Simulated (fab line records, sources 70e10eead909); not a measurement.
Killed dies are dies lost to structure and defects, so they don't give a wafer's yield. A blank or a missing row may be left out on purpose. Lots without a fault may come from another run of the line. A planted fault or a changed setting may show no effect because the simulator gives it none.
fab line records | flow nand_harc | part 1 of 2: steps 1 to 30 of 40
record lots=5 wafers=15 last_day=23
route steps=1159 shown A_STAIRCASE@694
lots that met no fault: from a run of the same line without faults
start_h: hours from the record's first day to the start of the lot's first wafer shown | wait_h: hours since the lot's step before | " the same as in the row above | L1.1+2: a row that stands for several wafers | - no value, or no start given | * or withheld: withheld | < > ~ a bound
route shown NAME@n: a module of which the file shows steps, and the number in the route of the first | usual: mean/standard deviation of fault-free wafers | same: alike in all rows | chamber/n: place in a boat | sites: the reading at each site | _std_site: their standard deviation | _edge_site: outer sites' mean less inner sites' | radius_mm: how far each site lies from the wafer's centre | mask NAME#n: copy n | behind: the tool/chamber that last shaped the wafer | hold: why the lot was held/for how many hours/how that ended | device: the transistor (n, p or np) that didn't switch | end of line: the same wafers' tests at the end of the route | a step without rows: its recipe alone | killed: dies lost to structure and defects at the first sort, not the wafer's yield | map: a wafer's dies, x killed, . not, _ none there
set.NAME: the setting as run; set.NAME@STEP: as run at that earlier step | model.NAME: the simulator's own value behind a step, which no gauge read
lots at some steps of the route; a table a step, a row a wafer
services: from which hour (start_h, from the record's first day; less than 0 if before it) a tool's chamber was out of use, for how many hours, and why
## steps
# step NHARC_A_STAIRCASE_STRIP_317
# recipe time_s=900 temp_c=130 chemistry=SPM
# usual bath_guard_temp_C=130.0/0.51
# columns lot.wafer tool chamber start_h wait_h bath_guard_temp_C
L077.1 wet_bench-04 3 284.08 - 129.1
L077.3 " 4 " " 130.0
L077.6 " 7 " " 129.9
L081.1 wet_bench-07 0 310.78 - 129.9
L081.5 " 2 " " 129.4
L081.3 " 5 " " 129.8
L083.4 wet_bench-04 2 317.82 - 130.1
L083.3 " 3 " " 129.2
L083.1 " 4 " " 130.0
L087.2 wet_bench-04 4 329.16 - 130.1
L087.4 " 5 " " 129.8
L087.3 " 6 " " 129.8
L091.5 wet_bench-02 0 353.27 - 130.1
L091.3 " 3 " " 130.9
L091.1 " 5 " " 130.5
# step NHARC_A_STAIRCASE_PRECLEAN_318
# recipe time_s=* temp_c=50 bath_age_min=0 chemistry=SC1
# usual bath_guard_temp_C=50.0/0.53
# columns lot.wafer tool chamber start_h wait_h bath_guard_temp_C
L077.1 wet_bench-04 3 - - 49.4
L077.3 " 4 " " 49.9
L077.6 " 7 " " 50.2
L081.1 wet_bench-07 0 - - 50.1
L081.5 " 2 " " 49.3
L081.3 " 5 " " 49.6
L083.4 wet_bench-04 2 - - 50.1
L083.3 " 3 " " 49.4
L083.1 " 4 " " 50.0
L087.2 wet_bench-04 4 - - 50.3
L087.4 " 5 " " 49.5
L087.3 " 6 " " 49.5
L091.5 wet_bench-02 0 - - 50.1
L091.3 " 3 " " 51.1
L091.1 " 5 " " 50.5
# step NHARC_A_STAIRCASE_SRD_329
# columns lot.wafer tool chamber start_h wait_h
L077.1+3+6 wet_bench-04 3,4,7 - -
L081.1+5+3 wet_bench-07 0,2,5 - -
L083.4+3+1 wet_bench-04 2,3,4 - -
L087.2+4+3 wet_bench-04 4,5,6 - -
L091.5+3+1 wet_bench-02 0,3,5 - -
# step NHARC_A_STAIRCASE_ALD_415
# recipe target_thk_a=300 pulse_time_s=6 ald_cycles=300 temp_c=300 material=SiO2
# usual heater_power_w=470/39 precursor_pulse_height_rel=1.000/0.019
# same pulse_time_s=6
# columns lot.wafer tool chamber start_h wait_h heater_power_w precursor_pulse_height_rel
L077.1 ald_hk-03 0 284.61 0.1 409 0.992
L077.3 " 2 " " 524 0.987
L077.6 " 1 " " 446 1.010
L081.3 ald_hk-03 2 311.31 0.1 542 0.985
L081.1 " 0 " " 412 0.986
L081.5 " 3 313.61 2.4 494 1.035
L083.3 ald_hk-03 2 318.56 0.3 533 1.013
L083.1 " 3 " " 483 1.011
L083.4 " 0 " " 422 0.969
L087.4 ald_hk-04 0 329.91 0.3 423 1.020
L087.3 " 1 " " 438 0.995
L087.2 " 2 " " 495 0.979
L091.3 ald_hk-03 2 354.25 0.5 520 0.997
L091.1 " 3 " " 475 0.981
L091.5 " 1 " " 430 0.983
# step NHARC_A_STAIRCASE_ETCHBACK_416
# recipe target_depth_a=360 time_s=7.2 c4f8_flow_sccm=withheld o2_flow_sccm=8 ar_flow_sccm=withheld rf_w=600 bias_w=800 chemistry=C4F8/O2/Ar
# usual oes_product_au=0.930/0.026 rf_vpp_V=725/3.8
# columns lot.wafer tool chamber start_h wait_h oes_product_au rf_hours_counter_h rf_vpp_V
L077.1 rie_diel-06 0 - - 0.926 13 725
L077.3 " 1 " " 0.914 13 721
L077.6 " 2 " " 0.942 - 727
L081.1 rie_diel-07 3 314.78 2.1 0.942 30 726
L081.3 " 1 " " 0.922 28 725
L081.5 " 2 " " 0.912 - 730
L083.3 rie_diel-07 2 - - 0.900 31 730
L083.4 " 0 " " 0.927 30 727
L083.1 " 1 " " 0.910 29 725
L087.3 rie_diel-07 0 - - 0.928 34 728
L087.4 " 2 " " 0.913 35 732
L087.2 " 3 " " 0.940 36 725
L091.3 rie_diel-06 0 - - 0.936 37 726
L091.1 " 2 " " 0.934 34 729
L091.5 " 1 " " 0.911 - 719
# step NHARC_A_STAIRCASE_STRIP_476
# recipe time_s=20 o2_flow_sccm=500 ar_flow_sccm=0 bias_w=0 chemistry=O2
# usual drypump_motor_current_A=5.6/0.4 oes_product_au=0.994/0.013 rf_vpp_V=58.0/0.81 showerhead_plenum_p_Torr=3.61/0.13 throttle_valve_pct=17.035/0.0084
# columns lot.wafer tool chamber start_h wait_h drypump_motor_current_A oes_product_au rf_hours_counter_h rf_vpp_V showerhead_plenum_p_Torr throttle_valve_pct
L077.1 rie_diel-06 1 286.80 0.1 5.7 0.979 13 57.0 3.44 17.043
L077.3 " 2 " " 5.5 1.020 11 57.5 3.70 17.029
L077.6 " 0 " " 5.7 1.001 - 58.3 3.60 17.026
L081.1 rie_diel-07 2 314.87 0.1 6.3 0.975 30 58.7 3.79 17.045
L081.3 " 3 " " 5.7 1.018 30 58.1 3.59 17.030
L081.5 " 0 " " 5.3 0.997 - 59.2 3.70 17.034
L083.4 rie_diel-07 3 320.47 0.1 5.8 1.009 31 59.2 3.59 17.029
L083.3 " 0 " " 5.3 0.983 30 58.2 3.70 17.015
L083.1 " 2 " " 6.3 0.966 31 57.7 3.79 17.027
L087.4 rie_diel-07 1 331.86 0.1 5.9 0.988 34 58.0 3.56 17.031
L087.3 " 2 " " 6.3 0.991 35 57.4 3.79 17.033
L087.2 " 0 " " 5.3 1.003 34 57.9 3.70 17.042
L091.3 rie_diel-06 0 355.96 0.1 5.6 1.003 37 58.0 3.58 17.032
L091.1 " 1 " " 5.7 0.972 36 58.5 3.43 17.036
L091.5 " 2 " " 5.5 1.005 - 58.6 3.69 17.026
# step NHARC_A_STAIRCASE_DEP_417
# recipe target_thk_a=600 step_coverage_pct=20 temp_c=400 target_thk_nm=60 flow_sccm=200 rf_w=450 material=Si3N4
# usual heater_power_w=685/96
# columns lot.wafer tool chamber start_h wait_h heater_power_w
L077.1 pecvd-02 0 287.02 - 619
L077.3 " 1 " " 699
L077.6 " 0 " " 631
L081.1 pecvd-02 0 314.96 - 637
L081.3 " 2 " " 612
L081.5 " 1 " " 807
L083.1 pecvd-02 2 320.57 - 657
L083.3 " 0 " " 730
L083.4 " 0 " " 707
L087.2 pecvd-02 1 332.00 - 736
L087.3 " 2 " " 631
L087.4 " 0 " " 585
L091.3 pecvd-04 0 356.05 - 623
L091.1 " 1 " " 686
L091.5 " 2 " " 806
# step NHARC_A_STAIRCASE_WET_418
# recipe temp_c=160 target_depth_a=200 chemistry=H3PO4
# usual bath_guard_temp_C=160.4/0.42
# columns lot.wafer tool chamber start_h wait_h bath_guard_temp_C
L077.1 wet_h3po4-02 1 288.34 - 159.7
L077.3 " 1 " " 159.8
L077.6 " 1 " " 159.9
L081.1 wet_h3po4-02 1 318.02 - 159.8
L081.3 " 1 " " 159.4
L081.5 " 1 " " 159.7
L083.1 wet_h3po4-01 1 323.62 - 160.7
L083.3 " 1 " " 160.4
L083.4 " 1 " " 160.4
L087.2 wet_h3po4-01 0 335.01 - 161.0
L087.3 " 0 " " 160.4
L087.4 " 0 " " 160.2
L091.1 wet_h3po4-01 1 360.42 - 160.6
L091.3 " 1 " " 160.8
L091.5 " 1 " " 160.4
# step NHARC_A_STAIRCASE_PRECLEAN_419
# recipe time_s=* temp_c=50 bath_age_min=0 chemistry=SC1
# usual bath_guard_temp_C=50.1/0.52
# columns lot.wafer tool chamber start_h wait_h bath_guard_temp_C
L077.3 wet_bench-02 0 288.92 0.0 50.2
L077.1 " 2 " " 50.7
L077.6 " 3 " " 51.0
L081.5 wet_bench-02 1 318.60 0.0 49.6
L081.3 " 5 " " 50.1
L081.1 " 6 " " 49.6
L083.4 wet_bench-02 4 324.22 0.1 50.3
L083.1 " 5 " " 50.5
L083.3 " 7 " " 50.2
L087.2 wet_bench-02 5 335.58 0.0 50.5
L087.4 " 0 " " 49.9
L087.3 " 1 " " 49.4
L091.5 wet_bench-04 5 361.00 0.0 50.1
L091.1 " 7 " " 50.0
L091.3 " 2 " " 50.1
# step NHARC_A_STAIRCASE_SRD_421
# columns lot.wafer tool chamber start_h wait_h
L077.3+1+6 wet_bench-02 0,2,3 - -
L081.5+3+1 wet_bench-02 1,5,6 - -
L083.4+1+3 wet_bench-02 4,5,7 - -
L087.2+4+3 wet_bench-02 5,0,1 - -
L091.5+1+3 wet_bench-04 5,7,2 - -
# step NHARC_A_STAIRCASE_ALD_420
# recipe target_thk_a=200 pulse_time_s=6 ald_cycles=200 temp_c=300 material=SiO2
# usual heater_power_w=478/41 precursor_pulse_height_rel=0.997/0.02
# same pulse_time_s=6
# columns lot.wafer tool chamber start_h wait_h heater_power_w precursor_pulse_height_rel
L077.1 ald_hk-03 1 289.06 - 438 0.982
L077.3 " 0 " " 423 0.994
L077.6 " 1 " " 448 1.023
L081.3 ald_hk-02 0 319.37 - 430 0.952
L081.1 " 1 " " 455 1.031
L081.5 " 3 " " 559 1.031
L083.3 ald_hk-04 3 324.97 - 433 1.007
L083.1 " 0 " " 445 1.011
L083.4 " 1 " " 417 1.025
L087.2 ald_hk-03 0 335.88 - 467 1.015
L087.4 " 1 " " 422 1.020
L087.3 " 2 " " 522 0.981
L091.3 ald_hk-04 2 361.16 - 485 1.006
L091.1 " 1 " " 422 1.014
L091.5 " 3 " " 426 0.983
# step NHARC_A_STAIRCASE_CVD_552
# recipe target_thk_a=400 temp_c=700 pressure_mtorr=300 material=SiNx
# columns lot.wafer tool chamber start_h wait_h
L077.1+3+6 lpcvd-01 0 - -
L081.1+3+5 lpcvd-02 0 324.57 4.6
L083.1+3+4 lpcvd-02 1 - -
L087.2+3+4 lpcvd-02 1 - -
L091.1+3+5 lpcvd-01 0 - -
# step NHARC_A_STAIRCASE_DEP_151
# recipe target_thk_a=38000 temp_c=400 target_thk_nm=3800 teos_flow_sccm=200 rf_w=500 material=SiO2
# usual heater_power_w=623/110
# columns lot.wafer tool chamber start_h wait_h heater_power_w
L077.1 pecvd-04 0 297.25 0.4 545
L077.3 " 2 " " 900
L077.6 " 2 " " 750
L081.1 pecvd-03 0 328.23 0.5 649
L081.3 " 1 " " 737
L081.5 " 0 " " 614
L083.3 pecvd-03 2 334.63 0.4 521
L083.1 " 1 " " 737
L083.4 " 2 " " 434
L087.2 pecvd-04 1 343.99 0.4 594
L087.3 " 2 " " 883
L087.4 " 0 " " 545
L091.1 pecvd-04 0 369.50 0.5 555
L091.3 " 1 " " 674
L091.5 " 1 " " 537
# step NHARC_A_STAIRCASE_ANNEAL_320
# recipe temp_c=750 time_s=1800
# columns lot.wafer tool chamber start_h wait_h
L077.1+3+6 furnace-03 0 301.62 -
L081.1+3+5 furnace-01 0 334.63 -
L083.1+3+4 furnace-01 0 339.11 -
L087.2+3+4 furnace-03 0 350.91 -
L091.1+3+5 furnace-03 0 376.41 -
# step NHARC_A_STAIRCASE_DEP_322
# recipe target_thk_a=38000 temp_c=400 target_thk_nm=3800 teos_flow_sccm=200 rf_w=500 material=SiO2
# usual heater_power_w=620/99
# columns lot.wafer tool chamber start_h wait_h heater_power_w
L077.1 pecvd-04 0 305.14 0.2 621
L077.3 " 1 " " 611
L077.6 " 2 " " 752
L081.3 pecvd-03 2 338.14 0.2 545
L081.1 " 0 " " 630
L081.5 " 2 " " 444
L083.3 pecvd-04 0 342.58 0.1 592
L083.1 " 2 " " 879
L083.4 " 1 " " 532
L087.2 pecvd-02 1 354.49 0.2 714
L087.3 " 2 " " 602
L087.4 " 0 " " 596
L091.1 pecvd-03 2 379.76 0.1 564
L091.3 " 0 " " 795
L091.5 " 2 " " 433
# step NHARC_A_STAIRCASE_ANNEAL_323
# recipe temp_c=750 time_s=1800
# columns lot.wafer tool chamber start_h wait_h
L077.1+3+6 furnace-03 0 309.29 -
L081.1+3+5 furnace-03 0 344.34 -
L083.1+3+4 furnace-03 0 344.34 -
L087.2+3+4 furnace-03 0 358.69 -
L091.1+3+5 furnace-03 0 383.45 -
# step NHARC_A_STAIRCASE_DEP_325
# recipe target_thk_a=38000 temp_c=400 target_thk_nm=3800 teos_flow_sccm=200 rf_w=500 material=SiO2
# usual heater_power_w=626/100
# columns lot.wafer tool chamber start_h wait_h heater_power_w
L077.1 pecvd-03 2 312.73 0.1 557
L077.3 " 1 " " 677
L077.6 " 2 " " 446
L081.1 pecvd-03 1 347.78 0.1 736
L081.3 " 2 " " 517
L081.5 " 0 " " 613
L083.1 pecvd-04 0 347.90 0.2 643
L083.3 " 1 " " 588
L083.4 " 1 " " 544
L087.3 pecvd-02 0 362.20 0.2 673
L087.2 " 1 " " 635
L087.4 " 1 " " 637
L091.1 pecvd-02 0 387.01 0.2 609
L091.3 " 1 " " 740
L091.5 " 0 " " 604
# step NHARC_A_STAIRCASE_ANNEAL_326
# recipe temp_c=750 time_s=1800
# columns lot.wafer tool chamber start_h wait_h
L077.1+3+6 furnace-03 0 317.39 -
L081.1+3+5 furnace-06 0 353.36 -
L083.1+3+4 furnace-06 0 353.36 -
L087.2+3+4 furnace-03 0 365.79 -
L091.1+3+5 furnace-03 0 392.49 -
# step NHARC_A_STAIRCASE_DEHYDRATE_433
# recipe temp_c=150 time_s=120
# columns lot.wafer tool chamber start_h wait_h
L077.1+3+6 litho_track-07 0 320.73 0.1
L081.1+3+5 litho_track-03 0 356.80 0.1
L083.1+3+4 litho_track-07 0 356.81 0.1
L087.2+3+4 litho_track-05 0 369.20 0.1
L091.1+3+5 litho_track-05 0 395.89 0.1
# step NHARC_A_STAIRCASE_HMDS_434
# recipe time_s=30
# columns lot.wafer tool chamber start_h wait_h
L077.1+3+6 litho_track-07 0 - -
L081.1+3+5 litho_track-03 0 - -
L083.1+3+4 litho_track-07 0 - -
L087.2+3+4 litho_track-05 0 - -
L091.1+3+5 litho_track-05 0 - -
# step NHARC_A_STAIRCASE_COAT_435
# recipe spin_rpm=1200
# columns lot.wafer tool chamber start_h wait_h
L077.1+3+6 litho_track-07 0 - -
L081.1+3+5 litho_track-03 0 - -
L083.1+3+4 litho_track-07 0 - -
L087.2+3+4 litho_track-05 0 - -
L091.1+3+5 litho_track-05 0 - -
# step NHARC_A_STAIRCASE_SOFTBAKE_436
# recipe temp_c=135 time_s=170
# columns lot.wafer tool chamber start_h wait_h
L077.1+3+6 litho_track-07 0 - -
L081.1+3+5 litho_track-03 0 - -
L083.1+3+4 litho_track-07 0 - -
L087.2+3+4 litho_track-05 0 - -
L091.1+3+5 litho_track-05 0 - -
# step NHARC_A_STAIRCASE_EBR_437
# columns lot.wafer tool chamber start_h wait_h
L077.1+3+6 litho_track-07 0 - -
L081.1+3+5 litho_track-03 0 - -
L083.1+3+4 litho_track-07 0 - -
L087.2+3+4 litho_track-05 0 - -
L091.1+3+5 litho_track-05 0 - -
# step NHARC_A_STAIRCASE_EXPOSE_438
# recipe na=0.5 dose_mj=28.97 mask_id=STAIR_REV
# usual stage_vel_mm_s=499.96/0.27
# columns lot.wafer tool chamber start_h wait_h mask stage_vel_mm_s
L077.1 krf_scanner-04 0 321.10 - STAIR_REV#0 499.91
L077.3 " 0 " " STAIR_REV#0 499.67
L077.6 " 0 " " STAIR_REV#0 500.03
L081.1 krf_scanner-02 0 357.16 - STAIR_REV#0 500.20
L081.3 " 0 " " STAIR_REV#0 499.96
L081.5 " 0 " " STAIR_REV#0 500.18
L083.1 krf_scanner-03 0 357.32 - STAIR_REV#0 500.39
L083.3 " 0 " " STAIR_REV#0 500.19
L083.4 " 0 " " STAIR_REV#0 500.48
L087.2 krf_scanner-02 0 369.70 - STAIR_REV#0 499.65
L087.3 " 0 " " STAIR_REV#0 499.73
L087.4 " 0 " " STAIR_REV#0 500.12
L091.1 krf_scanner-03 0 396.22 - STAIR_REV#0 499.63
L091.3 " 0 " " STAIR_REV#0 499.83
L091.5 " 0 " " STAIR_REV#0 499.93
# step NHARC_A_STAIRCASE_PEB_439
# recipe peb_temp_c=115 peb_time_s=130
# columns lot.wafer tool chamber start_h wait_h
L077.1+3+6 litho_track-03 0 321.16 0.1
L081.1+3+5 litho_track-03 0 357.23 0.1
L083.1+3+4 litho_track-03 0 357.39 0.1
L087.2+3+4 litho_track-05 0 369.76 0.1
L091.1+3+5 litho_track-03 0 396.29 0.1
# step NHARC_A_STAIRCASE_DEVELOP_440
# recipe time_s=140
# columns lot.wafer tool chamber start_h wait_h
L077.1+3+6 litho_track-03 0 - -
L081.1+3+5 litho_track-03 0 - -
L083.1+3+4 litho_track-03 0 - -
L087.2+3+4 litho_track-05 0 - -
L091.1+3+5 litho_track-03 0 - -
# step NHARC_A_STAIRCASE_HARDBAKE_442
# recipe temp_c=120 time_s=140
# columns lot.wafer tool chamber start_h wait_h
L077.1+3+6 litho_track-03 0 321.38 -
L081.1+3+5 litho_track-05 0 357.46 -
L083.1+3+4 litho_track-05 0 357.61 -
L087.2+3+4 litho_track-05 0 369.98 -
L091.1+3+5 litho_track-03 0 396.50 -
# step NHARC_A_STAIRCASE_DESCUM_443
# recipe time_s=3 o2_flow_sccm=200 ar_flow_sccm=0 bias_power_w=0 chemistry=O2
# usual drypump_motor_current_A=5.6/0.37 oes_product_au=0.992/0.012 rf_vpp_V=57.9/0.87 showerhead_plenum_p_Torr=1.94/0.087 throttle_valve_pct=11.311/0.009
# columns lot.wafer tool chamber start_h wait_h drypump_motor_current_A oes_product_au rf_hours_counter_h rf_vpp_V showerhead_plenum_p_Torr throttle_valve_pct
L077.3 rie_diel-13 3 321.48 - 5.5 0.985 12 57.5 1.77 11.325
L077.1 " 0 " " 5.9 0.988 11 58.2 2.07 11.316
L077.6 " 3 " " 5.5 1.001 - 58.2 1.78 11.301
L081.3 rie_diel-06 2 357.55 - 5.5 1.012 35 57.7 2.01 11.306
L081.1 " 3 " " 4.8 1.000 37 59.2 2.00 11.309
L081.5 " 3 " " 4.8 0.997 - 58.5 2.00 11.319
L083.1 rie_diel-13 1 357.82 - 6.1 0.966 27 58.2 1.91 11.311
L083.3 " 2 " " 5.4 0.990 15 57.1 1.88 11.311
L083.4 " 3 " " 5.5 1.008 26 58.1 1.77 11.306
L087.3 rie_diel-13 1 370.07 - 6.1 0.966 33 56.7 1.90 11.337
L087.2 " 2 " " 5.3 0.991 20 59.4 1.88 11.316
L087.4 " 3 " " 5.5 1.001 30 57.0 1.77 11.307
L091.1 rie_diel-06 1 396.59 - 5.7 0.987 51 57.9 1.85 11.310
L091.3 " 2 " " 5.5 1.003 49 58.5 2.00 11.312
L091.5 " 2 " " 5.5 1.012 - 58.0 2.00 11.285
# step NHARC_A_STAIRCASE_ETCH_444
# recipe target_depth_a=1.02e+05 time_s=3400 c4f8_flow_sccm=20 o2_flow_sccm=10 ar_flow_sccm=withheld rf_w=600 bias_w=1000 chemistry=C4F8/O2
# usual oes_product_au=0.928/0.016 rf_vpp_V=809/4.9
# columns lot.wafer tool chamber start_h wait_h oes_product_au rf_hours_counter_h rf_vpp_V
L077.3 rie_diel-13 0 321.56 0.1 0.970 12 816
L077.1 " 2 " " 0.939 10 804
L077.6 " 1 " " 0.953 - 807
L081.1 rie_diel-06 0 357.88 0.3 0.925 38 809
L081.3 " 1 " " 0.909 37 803
L081.5 " 0 " " 0.925 - 808
L083.1 rie_diel-13 0 357.91 0.1 0.917 27 813
L083.4 " 1 " " 0.903 28 806
L083.3 " 2 " " 0.916 16 806
L087.4 rie_diel-13 3 370.17 0.1 0.928 31 799
L087.3 " 0 " " 0.909 33 816
L087.2 " 1 " " 0.887 34 806
L091.1 rie_diel-06 0 396.68 0.1 0.913 53 809
L091.3 " 2 " " 0.931 50 812
L091.5 " 1 " " 0.906 - 806
# step NHARC_A_STAIRCASE_STRIP_446
# recipe power_w=1500 temp_c=250 chemistry=O2
# usual drypump_motor_current_A=5.6/0.33 heater_power_w=348/23
# columns lot.wafer tool chamber start_h wait_h drypump_motor_current_A heater_power_w rf_hours_counter_h
L077.1 plasma_asher-02 1 323.88 0.1 5.4 367 46
L077.3 " 1 " " 5.4 371 -
L077.6 " 1 " " 5.5 374 -
L081.1 plasma_asher-02 1 360.04 0.2 5.5 375 56
L081.3 " 0 " " 5.3 334 -
L081.5 " 0 " " 5.2 334 -
L083.1 plasma_asher-01 0 360.17 0.0 6.0 376 22
L083.3 " 0 " " 5.9 382 -
L083.4 " 1 " " 6.0 324 -
L087.2 plasma_asher-02 0 372.91 0.5 5.2 348 2
L087.4 " 0 " " 5.2 340 -
L087.3 " 1 " " 5.5 348 -
L091.1 plasma_asher-02 0 398.94 0.0 5.2 348 12
L091.3 " 1 " " 5.4 341 -
L091.5 " 1 " " 5.5 342 -
